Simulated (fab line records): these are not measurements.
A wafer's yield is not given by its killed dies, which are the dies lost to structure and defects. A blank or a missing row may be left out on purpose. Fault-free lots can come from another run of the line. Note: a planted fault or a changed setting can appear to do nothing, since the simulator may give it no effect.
Which tool was responsible? + flow n5_finfet + 12 lots, 36 wafers sampled, at 5 steps of a route of 1938

WHAT THE GAUGES READ, wafer by wafer
N5_SDB_INSPECT_36: inspects for defects (darkfield).
| lot  | measured    | on                | raw_defect_count |
|------|-------------|-------------------|------------------|
| L075 | day 4 02:59 | defect_inspect-01 | 42 44 76         |
| L077 | day 4 15:39 | defect_inspect-02 | 26 29 25         |
| L079 | day 5 05:08 | defect_inspect-01 | 61 33 82         |
| L081 | day 5 16:23 | defect_inspect-01 | 12 35 11         |
| L083 | day 6 02:06 | defect_inspect-02 | 38 15 60         |
| L085 | day 6 18:51 | defect_inspect-01 | 34 26 39         |
| L087 | day 7 11:44 | defect_inspect-01 | 16 36 21         |
| L089 | day 8 00:37 | defect_inspect-02 | 22 27 13         |
| L091 | day 8 10:55 | defect_inspect-01 | 35 23 20         |
| L093 | day 8 18:31 | defect_inspect-01 | 28 22 37         |
| L095 | day 9 04:44 | defect_inspect-02 | 34 49 65         |
| L097 | day 9 16:59 | defect_inspect-01 | 37 68 46         |

TOOL THAT RAN EACH LOT (tool first, then ch and the chambers of the sampled wafers, then the start)
| lot  | N5_SD_EPI_N_VAPOR_ETCH_50      | N5_ILD0_LINER_00                 | N5_SDB_HM_DEP_00               | N5_SDB_ALD_29                    |
|------|--------------------------------|----------------------------------|--------------------------------|----------------------------------|
| L075 | epi_rpcvd-02 ch 0, day 3 07:31 | ald_sin-04 ch 1,3, day 3 16:11   | pecvd-04 ch 0,1,2, day 3 22:28 | ald_sin-02 ch 0,1,3, day 3 23:56 |
| L077 | epi_rpcvd-04 ch 0, day 3 20:52 | ald_sin-01 ch 0,1,3, day 4 04:17 | pecvd-04 ch 0,1,2, day 4 10:32 | ald_sin-02 ch 1,2,3, day 4 12:36 |
| L079 | epi_rpcvd-01 ch 0, day 4 10:47 | ald_sin-01 ch 0,1,3, day 4 18:29 | pecvd-02 ch 0,1, day 5 00:47   | ald_sin-01 ch 1,2,3, day 5 02:05 |
| L081 | epi_rpcvd-04 ch 0, day 4 21:53 | ald_sin-02 ch 0,1,2, day 5 05:42 | pecvd-02 ch 0,1,2, day 5 12:07 | ald_sin-01 ch 0,1,3, day 5 13:20 |
| L083 | epi_rpcvd-04 ch 0, day 5 07:42 | ald_sin-02 ch 1,2, day 5 15:16   | pecvd-04 ch 0,1,2, day 5 21:31 | ald_sin-02 ch 1,2, day 5 22:50   |
| L085 | epi_rpcvd-02 ch 0, day 5 23:38 | ald_sin-02 ch 1,2,3, day 6 08:10 | pecvd-02 ch 0,2, day 6 14:26   | ald_sin-01 ch 0,2,3, day 6 15:47 |
| L087 | epi_rpcvd-02 ch 0, day 6 14:24 | ald_sin-04 ch 0,1,3, day 7 00:10 | pecvd-02 ch 1,2, day 7 06:26   | ald_sin-01 ch 1,2,3, day 7 08:41 |
| L089 | epi_rpcvd-02 ch 0, day 7 04:33 | ald_sin-02 ch 1,2, day 7 13:43   | pecvd-02 ch 0,1,2, day 7 20:00 | ald_sin-01 ch 0,1,3, day 7 21:34 |
| L091 | epi_rpcvd-04 ch 0, day 7 16:23 | ald_sin-01 ch 0,1,3, day 8 00:16 | pecvd-01 ch 0,1,2, day 8 06:32 | ald_sin-01 ch 0,1,2, day 8 07:52 |
| L093 | epi_rpcvd-01 ch 0, day 7 22:09 | ald_sin-01 ch 0,1,2, day 8 06:32 | pecvd-01 ch 0,1, day 8 13:10   | ald_sin-01 ch 0,3, day 8 15:28   |
| L095 | epi_rpcvd-02 ch 0, day 8 09:29 | ald_sin-02 ch 2,3, day 8 18:03   | pecvd-04 ch 0,2, day 9 00:19   | ald_sin-02 ch 0,3, day 9 01:40   |
| L097 | epi_rpcvd-04 ch 0, day 8 20:36 | ald_sin-01 ch 0,3, day 9 05:53   | pecvd-04 ch 0,2, day 9 12:36   | ald_sin-03 ch 2,3, day 9 13:56   |
- N5_SD_EPI_N_VAPOR_ETCH_50: etches Si in HCl, time 54 s.
- N5_ILD0_LINER_00: material SiNx, target thk 4 nm, pulse time 1 s, purge time 2 s.
- N5_SDB_HM_DEP_00: deposits SiNx from SiH4/NH3/N2, target thk 40 nm, time 35.3 s.
- N5_SDB_ALD_29: deposits SiNx, target thk 30 nm, pulse time 1 s, ald cycles 600.

THE ANSWER, worked out from the rows above alone
Rule: the lots themselves supply what counts as usual. The widest of any qualifying gaps counts: lots, ordered by their means at a reading, are off when they make up no more than a third of the lots, leave a main group of 4 or more, and stand apart from it by 3 or more times the standard deviation of that group's means. If all means in a main group match to the digits the tables above print for the reading, that group is not used. Also off: a lot with no number at a reading for which 4 or more lots have one. Where the step has rows for the other lots, those lots are counted as sound.
Across all readings shown, no lot is off: no conclusion can be drawn from this.

WHAT THE SIMULATOR HAD INSERTED
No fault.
